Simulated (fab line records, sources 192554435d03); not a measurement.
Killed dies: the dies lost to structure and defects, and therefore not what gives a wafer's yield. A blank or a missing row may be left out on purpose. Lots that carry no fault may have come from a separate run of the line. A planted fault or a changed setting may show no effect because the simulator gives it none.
The tool behind it: which one? ; flow n5_finfet ; Sampling: 24 lots, 72 wafers, 6 of 1938 route steps

== WHAT EACH GAUGE READ, for each wafer ==
No reading from a measuring or inspecting step in the record can be judged against a usual standard deviation.

== TOOL THAT RAN EACH LOT (tool first, then ch and the chambers of the sampled wafers, then the start) ==
lot;N5_MOL_CONTACT_COAG_ETCH_91;N5_MOL_CONTACT_COAG_ALD_133;N5_MOL_CONTACT_COAG_VIA_ETCH_117;N5_MOL_CONTACT_COAG_STRIP_49;N5_BEOL_M0_SAQP_PECVD_96;N5_BEOL_M0_SAQP_HM_DEP_111
L074;rie_diel-03 ch 0,2,3, day 5 07:07;ald_sin-04 ch 0,2,3, day 5 08:17;rie_diel-02 ch 0,2,3, day 5 08:38;plasma_asher-01 ch 0,1, day 5 08:50;pecvd-04 ch 0,1,2, day 5 14:09;pecvd-03 ch 0,1,2, day 5 14:22
L075;rie_diel-04 ch 0,1,3, day 5 10:53;ald_sin-03 ch 1,3, day 5 12:03;rie_diel-04 ch 2,3, day 5 12:24;plasma_asher-01 ch 0,1, day 5 12:36;pecvd-01 ch 0,1,2, day 5 20:10;pecvd-04 ch 1,2, day 5 20:23
L076;rie_diel-03 ch 0,3, day 5 18:50;ald_sin-04 ch 0,2,3, day 5 20:07;rie_diel-04 ch 2,3, day 5 20:26;plasma_asher-02 ch 0,1, day 5 20:39;pecvd-03 ch 0,1, day 6 01:40;pecvd-01 ch 1,2, day 6 01:53
L077;rie_diel-04 ch 1,3, day 6 05:17;ald_sin-03 ch 0,1,2, day 6 06:41;rie_diel-03 ch 2,3, day 6 07:03;plasma_asher-01 ch 1, day 6 07:15;pecvd-03 ch 0,1,2, day 6 15:43;pecvd-04 ch 0,1,2, day 6 15:56
L078;rie_diel-02 ch 0,2,3, day 6 05:26;ald_sin-04 ch 0,1, day 6 06:46;rie_diel-04 ch 1,2,3, day 6 07:08;plasma_asher-01 ch 0,1, day 6 07:21;pecvd-04 ch 1,2, day 6 16:40;pecvd-01 ch 0,1,2, day 6 16:58
L079;rie_diel-02 ch 2,3, day 6 07:04;ald_sin-01 ch 1,2, day 6 08:44;rie_diel-03 ch 0,2,3, day 6 09:05;plasma_asher-02 ch 0,1, day 6 09:18;pecvd-01 ch 0,1, day 6 16:45;pecvd-04 ch 1,2, day 6 17:01
L080;rie_diel-02 ch 0,2,3, day 6 14:26;ald_sin-03 ch 0,1,2, day 6 15:28;rie_diel-03 ch 0,3, day 6 15:49;plasma_asher-01 ch 0,1, day 6 16:01;pecvd-01 ch 0,2, day 6 20:48;pecvd-01 ch 1,2, day 6 21:01
L081;rie_diel-04 ch 0,2, day 6 21:28;ald_sin-01 ch 0,2,3, day 6 23:07;rie_diel-03 ch 1,2, day 6 23:27;plasma_asher-02 ch 0,1, day 6 23:40;pecvd-04 ch 0,1, day 7 04:46;pecvd-01 ch 0,1,2, day 7 04:59
L082;rie_diel-04 ch 1,2,3, day 7 02:13;ald_sin-01 ch 0,1,2, day 7 03:15;rie_diel-02 ch 0,2,3, day 7 03:35;plasma_asher-01 ch 0,1, day 7 03:47;pecvd-01 ch 0,1,2, day 7 10:04;pecvd-03 ch 1,2, day 7 10:17
L083;rie_diel-02 ch 1,2,3, day 7 09:13;ald_sin-04 ch 1,2,3, day 7 10:55;rie_diel-04 ch 0,2,3, day 7 11:17;plasma_asher-02 ch 0,1, day 7 11:29;pecvd-04 ch 0,2, day 7 17:17;pecvd-03 ch 1,2, day 7 17:30
L084;rie_diel-04 ch 0,1,3, day 7 14:46;ald_sin-01 ch 0,1,3, day 7 16:01;rie_diel-03 ch 1,2,3, day 7 16:22;plasma_asher-02 ch 0,1, day 7 16:35;pecvd-03 ch 0,1, day 7 21:56;pecvd-01 ch 0,1, day 7 22:09
L086;rie_diel-04 ch 1,2,3, day 8 01:52;ald_sin-01 ch 0,1,2, day 8 02:58;rie_diel-02 ch 1,2,3, day 8 03:20;plasma_asher-02 ch 0,1, day 8 03:32;pecvd-04 ch 0,1,2, day 8 10:29;pecvd-04 ch 0,1,2, day 8 10:42
L085;rie_diel-03 ch 1,2, day 8 07:16;ald_sin-03 ch 0,2,3, day 8 08:32;rie_diel-02 ch 1,2, day 8 08:52;plasma_asher-01 ch 0,1, day 8 09:06;pecvd-04 ch 0,1, day 8 13:59;pecvd-03 ch 0,1,2, day 8 14:12
L087;rie_diel-02 ch 0,1,3, day 8 11:17;ald_sin-04 ch 0,2,3, day 8 12:34;rie_diel-02 ch 1,2,3, day 8 12:55;plasma_asher-02 ch 0,1, day 8 13:07;pecvd-03 ch 1,2, day 8 18:28;pecvd-01 ch 1,2, day 8 18:41
L088;rie_diel-03 ch 0,3, day 8 15:54;ald_sin-04 ch 0,1, day 8 16:58;rie_diel-04 ch 1,3, day 8 17:27;plasma_asher-01 ch 0,1, day 8 17:39;pecvd-04 ch 0,1,2, day 8 22:21;pecvd-04 ch 0,1,2, day 8 22:34
L089;rie_diel-02 ch 0,1,2, day 9 02:48;ald_sin-03 ch 1,2,3, day 9 04:10;rie_diel-03 ch 1,2,3, day 9 04:31;plasma_asher-01 ch 0,1, day 9 04:43;pecvd-04 ch 0,1,2, day 9 09:28;pecvd-01 ch 0,2, day 9 09:41
L090;rie_diel-04 ch 0,2,3, day 9 03:01;ald_sin-04 ch 0,2,3, day 9 04:16;rie_diel-04 ch 1,2,3, day 9 04:37;plasma_asher-02 ch 0,1, day 9 04:49;pecvd-04 ch 1,2, day 9 12:16;pecvd-01 ch 0,1,2, day 9 12:29
L091;rie_diel-03 ch 1,2,3, day 9 10:04;ald_sin-01 ch 0,2, day 9 11:23;rie_diel-02 ch 0,1,3, day 9 11:52;plasma_asher-01 ch 0,1, day 9 12:05;pecvd-01 ch 1,2, day 9 18:11;pecvd-03 ch 0,2, day 9 18:25
L092;rie_diel-04 ch 0,1,3, day 9 13:07;ald_sin-01 ch 0,2,3, day 9 14:23;rie_diel-02 ch 0,3, day 9 14:43;plasma_asher-01 ch 0,1, day 9 14:55;pecvd-04 ch 0,1, day 9 21:10;pecvd-01 ch 0,1,2, day 9 21:23
L093;rie_diel-03 ch 0,1,3, day 9 23:52;ald_sin-03 ch 1,2,3, day 10 01:12;rie_diel-04 ch 1,2,3, day 10 01:32;plasma_asher-01 ch 0,1, day 10 01:44;pecvd-01 ch 0,1,2, day 10 07:21;pecvd-03 ch 0,1,2, day 10 07:34
L094;rie_diel-02 ch 0,1,3, day 10 01:33;ald_sin-04 ch 0,2, day 10 02:43;rie_diel-04 ch 1,2,3, day 10 03:09;plasma_asher-02 ch 0,1, day 10 03:21;pecvd-01 ch 1, day 10 10:51;pecvd-03 ch 0,1, day 10 11:08
L095;rie_diel-02 ch 0,2, day 10 08:37;ald_sin-01 ch 1,2,3, day 10 09:39;rie_diel-04 ch 0,1, day 10 09:59;plasma_asher-01 ch 0,1, day 10 10:13;pecvd-03 ch 0,1, day 10 15:26;pecvd-04 ch 1,2, day 10 15:41
L096;rie_diel-03 ch 0,2,3, day 10 12:20;ald_sin-04 ch 1,2,3, day 10 13:28;rie_diel-04 ch 0,1,2, day 10 13:50;plasma_asher-01 ch 0,1, day 10 14:02;pecvd-04 ch 0,1,2, day 10 19:09;pecvd-01 ch 0,1,2, day 10 19:22
L097;rie_diel-04 ch 0,2,3, day 10 22:15;ald_sin-03 ch 0,1,3, day 10 23:17;rie_diel-04 ch 0,1,3, day 10 23:37;plasma_asher-01 ch 0,1, day 10 23:50;pecvd-01 ch 0,1, day 11 06:32;pecvd-04 ch 0,1, day 11 06:46
- N5_MOL_CONTACT_COAG_ETCH_91: etches SOC in N2/H2, target depth 60 nm, overetch 21 nm, time 101.2 s.
- N5_MOL_CONTACT_COAG_ALD_133: deposits SiO2, target thk 5 nm, pulse time 1 s, co reactant pulse time 1 s.
- N5_MOL_CONTACT_COAG_VIA_ETCH_117: etches SiO2 in C4F6/O2, target depth 40 nm, overetch 8 nm, time 26 s.
- N5_MOL_CONTACT_COAG_STRIP_49: strips in N2/H2, time 30 s.
- N5_BEOL_M0_SAQP_PECVD_96: deposits a-Si from SiH4/He, target thk 45 nm, time 45.2 s.
- N5_BEOL_M0_SAQP_HM_DEP_111: deposits SiO2 from SiH4/N2O, target thk 12 nm, time 7.2 s.

== AS READ BY THE TOOLS THEMSELVES (means over the sampled wafers that have a number; for cases with no such wafer, the mark the record gives instead) ==
N5_MOL_CONTACT_COAG_ETCH_91. Usual: drypump_motor_current_A 5.9 A, standard deviation 0.35; oes_product_au 0.66 a.u., standard deviation 0.068; rf_vpp_V 524.2 V, standard deviation 2.1; showerhead_plenum_p_Torr 2.55 Torr, standard deviation 0.075; throttle_valve_pct 17.79 %, standard deviation 0.24.
lot;tool;drypump_motor_current_A (A);oes_product_au (a.u.);rf_vpp_V (V);showerhead_plenum_p_Torr (Torr);throttle_valve_pct (%);flag
L074;rie_diel-03;6.1;0.67;527.0;2.67;17.64;
L075;rie_diel-04;5.7;0.64;522.4;2.50;17.93;
L076;rie_diel-03;6.2;0.70;527.0;2.69;17.56;
L077;rie_diel-04;5.5;0.63;523.1;2.50;18.03;
L078;rie_diel-02;5.9;0.61;524.7;2.56;17.84;
L079;rie_diel-02;6.1;0.61;525.1;2.57;17.72;
L080;rie_diel-02;5.9;0.61;525.0;2.56;17.85;
L081;rie_diel-04;6.1;0.73;523.5;2.50;17.57;
L082;rie_diel-04;5.9;0.73;522.6;2.51;17.88;
L083;rie_diel-02;5.8;0.63;523.5;2.54;17.78;
L084;rie_diel-04;5.7;0.77;522.8;2.49;17.68;
L086;rie_diel-04;5.9;0.70;522.8;2.50;17.90;
L085;rie_diel-03;6.0;0.67;526.4;2.62;17.65;
L087;rie_diel-02;5.8;0.62;522.9;2.49;17.74;
L088;rie_diel-03;6.1;0.67;527.0;2.67;17.62;
L089;rie_diel-02;5.6;0.62;524.1;2.53;17.95;
L090;rie_diel-04;5.9;0.70;522.0;2.50;17.72;
L091;rie_diel-03;6.1;0.68;526.1;2.63;17.57;
L092;rie_diel-04;5.7;0.74;523.4;2.48;17.69;
L093;rie_diel-03;6.2;0.68;525.8;2.63;17.70;
L094;rie_diel-02;5.8;0.62;522.0;2.48;17.78;
L095;rie_diel-02;5.7;0.59;524.7;2.58;18.10;
L096;rie_diel-03;6.1;0.63;527.2;2.65;17.72;
L097;rie_diel-04;5.9;0.68;522.9;2.49;17.75;

N5_MOL_CONTACT_COAG_ALD_133. Usual: heater_power_w 78 W, standard deviation 8.7; precursor_pulse_height_rel 1.000, standard deviation 0.019.
lot;tool;heater_power_w (W);precursor_pulse_height_rel;flag
L074;ald_sin-04;82;0.995;
L075;ald_sin-03;74;0.981;
L076;ald_sin-04;80;1.006;
L077;ald_sin-03;78;1.009;
L078;ald_sin-04;79;1.002;
L079;ald_sin-01;83;0.974;
L080;ald_sin-03;78;1.023;
L081;ald_sin-01;79;1.008;
L082;ald_sin-01;77;1.013;
L083;ald_sin-04;83;0.997;
L084;ald_sin-01;71;1.007;
L086;ald_sin-01;75;1.001;
L085;ald_sin-03;79;0.996;
L087;ald_sin-04;82;0.982;
L088;ald_sin-04;81;0.996;
L089;ald_sin-03;76;1.005;
L090;ald_sin-04;81;1.001;
L091;ald_sin-01;84;1.005;
L092;ald_sin-01;81;0.994;
L093;ald_sin-03;76;1.013;
L094;ald_sin-04;74;0.994;
L095;ald_sin-01;79;0.992;
L096;ald_sin-04;83;1.003;
L097;ald_sin-03;78;1.007;

N5_MOL_CONTACT_COAG_VIA_ETCH_117. Usual: drypump_motor_current_A 5.9 A, standard deviation 0.36; oes_product_au 0.71 a.u., standard deviation 0.066; rf_vpp_V 1586 V, standard deviation 35; showerhead_plenum_p_Torr 2.84 Torr, standard deviation 0.089; throttle_valve_pct 41.0 %, standard deviation 0.5.
lot;tool;drypump_motor_current_A (A);oes_product_au (a.u.);rf_vpp_V (V);showerhead_plenum_p_Torr (Torr);throttle_valve_pct (%);flag
L074;rie_diel-02;5.9;0.67;1580;2.87;41.2;
L075;rie_diel-04;5.7;0.63;1600;2.81;41.3;
L076;rie_diel-04;5.7;0.63;1600;2.81;41.3;
L077;rie_diel-03;6.1;0.70;1614;2.97;40.8;
L078;rie_diel-04;5.9;0.69;1586;2.80;41.2;
L079;rie_diel-03;6.1;0.71;1580;2.97;41.0;
L080;rie_diel-03;6.2;0.71;1545;2.98;41.1;
L081;rie_diel-03;6.1;0.79;1614;2.93;41.4;
L082;rie_diel-02;5.9;0.65;1579;2.87;41.2;
L083;rie_diel-04;5.9;0.77;1604;2.80;41.1;
L084;rie_diel-03;6.1;0.76;1591;2.95;41.1;
L086;rie_diel-02;5.7;0.67;1570;2.83;41.0;
L085;rie_diel-02;5.6;0.67;1566;2.87;41.4;
L087;rie_diel-02;5.8;0.67;1571;2.83;41.0;
L088;rie_diel-04;5.7;0.77;1564;2.76;40.8;
L089;rie_diel-03;6.1;0.73;1591;2.95;41.1;
L090;rie_diel-04;5.9;0.74;1585;2.79;41.2;
L091;rie_diel-02;5.8;0.66;1593;2.78;40.9;
L092;rie_diel-02;6.0;0.64;1601;2.81;41.1;
L093;rie_diel-04;5.9;0.73;1584;2.79;41.2;
L094;rie_diel-04;5.9;0.73;1585;2.79;41.2;
L095;rie_diel-04;5.9;0.76;1569;2.75;40.6;
L096;rie_diel-04;6.1;0.72;1590;2.79;41.0;
L097;rie_diel-04;5.7;0.77;1584;2.76;40.7;

N5_MOL_CONTACT_COAG_STRIP_49. Usual: drypump_motor_current_A 6.1 A, standard deviation 0.31; heater_power_w 357 W, standard deviation 42.
lot;tool;drypump_motor_current_A (A);heater_power_w (W);flag
L074;plasma_asher-01;6.3;377;
L075;plasma_asher-01;6.4;372;
L076;plasma_asher-02;5.9;334;
L077;plasma_asher-01;6.6;361;
L078;plasma_asher-01;6.2;390;
L079;plasma_asher-02;5.9;327;
L080;plasma_asher-01;6.3;372;
L081;plasma_asher-02;5.9;323;
L082;plasma_asher-01;6.3;371;
L083;plasma_asher-02;6.0;308;
L084;plasma_asher-02;5.9;328;
L086;plasma_asher-02;5.9;326;
L085;plasma_asher-01;6.2;389;
L087;plasma_asher-02;6.1;305;
L088;plasma_asher-01;6.4;376;
L089;plasma_asher-01;6.2;385;
L090;plasma_asher-02;5.9;329;
L091;plasma_asher-01;6.3;372;
L092;plasma_asher-01;6.3;374;
L093;plasma_asher-01;6.3;373;
L094;plasma_asher-02;5.9;321;
L095;plasma_asher-01;6.2;385;
L096;plasma_asher-01;6.3;372;
L097;plasma_asher-01;6.2;389;

N5_BEOL_M0_SAQP_PECVD_96. Usual: heater_power_w 614 W, standard deviation 62; showerhead_plenum_p_Torr 5.69 Torr, standard deviation 0.048; throttle_valve_pct 18.3 %, standard deviation 1.3.
lot;tool;heater_power_w (W);showerhead_plenum_p_Torr (Torr);throttle_valve_pct (%);flag
L074;pecvd-04;581;5.71;17.8;
L075;pecvd-01;615;5.68;19.0;
L076;pecvd-03;618;5.67;19.7;
L077;pecvd-03;647;5.65;18.3;
L078;pecvd-04;588;5.73;17.1;
L079;pecvd-01;666;5.66;19.8;
L080;pecvd-01;598;5.67;19.0;
L081;pecvd-04;598;5.67;17.8;
L082;pecvd-01;632;5.68;19.2;
L083;pecvd-04;599;5.75;17.7;
L084;pecvd-03;598;5.67;19.8;
L086;pecvd-04;610;5.70;17.7;
L085;pecvd-04;648;5.68;18.2;
L087;pecvd-03;552;5.70;18.9;
L088;pecvd-04;568;5.72;17.8;
L089;pecvd-04;595;5.71;17.9;
L090;pecvd-04;547;5.70;17.3;
L091;pecvd-01;618;5.71;18.6;
L092;pecvd-04;619;5.70;18.3;
L093;pecvd-01;626;5.67;19.3;
L094;pecvd-01;644;5.71;18.5;
L095;pecvd-03;613;5.67;19.7;
L096;pecvd-04;579;5.72;17.7;
L097;pecvd-01;632;5.69;19.0;

N5_BEOL_M0_SAQP_HM_DEP_111. Usual: heater_power_w 750 W, standard deviation 70; showerhead_plenum_p_Torr 8.19 Torr, standard deviation 0.13.
lot;tool;heater_power_w (W);showerhead_plenum_p_Torr (Torr);flag
L074;pecvd-03;778;8.14;
L075;pecvd-04;699;8.34;
L076;pecvd-01;708;8.24;
L077;pecvd-04;704;8.26;
L078;pecvd-01;779;8.17;
L079;pecvd-04;662;8.33;
L080;pecvd-01;734;8.22;
L081;pecvd-01;829;8.16;
L082;pecvd-03;735;8.21;
L083;pecvd-03;710;8.17;
L084;pecvd-01;801;8.18;
L086;pecvd-04;714;8.28;
L085;pecvd-03;756;8.13;
L087;pecvd-01;743;8.24;
L088;pecvd-04;738;8.27;
L089;pecvd-01;752;8.15;
L090;pecvd-01;764;8.18;
L091;pecvd-03;795;8.06;
L092;pecvd-01;794;8.16;
L093;pecvd-03;780;8.12;
L094;pecvd-03;739;8.17;
L095;pecvd-04;703;8.23;
L096;pecvd-01;756;8.17;
L097;pecvd-04;770;8.18;

== THE ANSWER, worked out from the rows above alone ==
Rule: a lot counts as off when the mean over its wafers that have a number is more than 3 standard deviations away from the usual mean. A lot without any number at a reading at which 4 lots or more have one is off too. The other lots that the step has rows for count as sound. After the gauges, taken in route order, come the tools' own readings; for these a lot's mean is taken, as printed above. At the first step where some lot is off, the reading lying furthest off is the one used; lots without a number count as furthest.
Across all readings shown, no lot is off: no conclusion can be drawn from this.

== WHAT HAD BEEN PUT IN BY THE SIMULATOR ==
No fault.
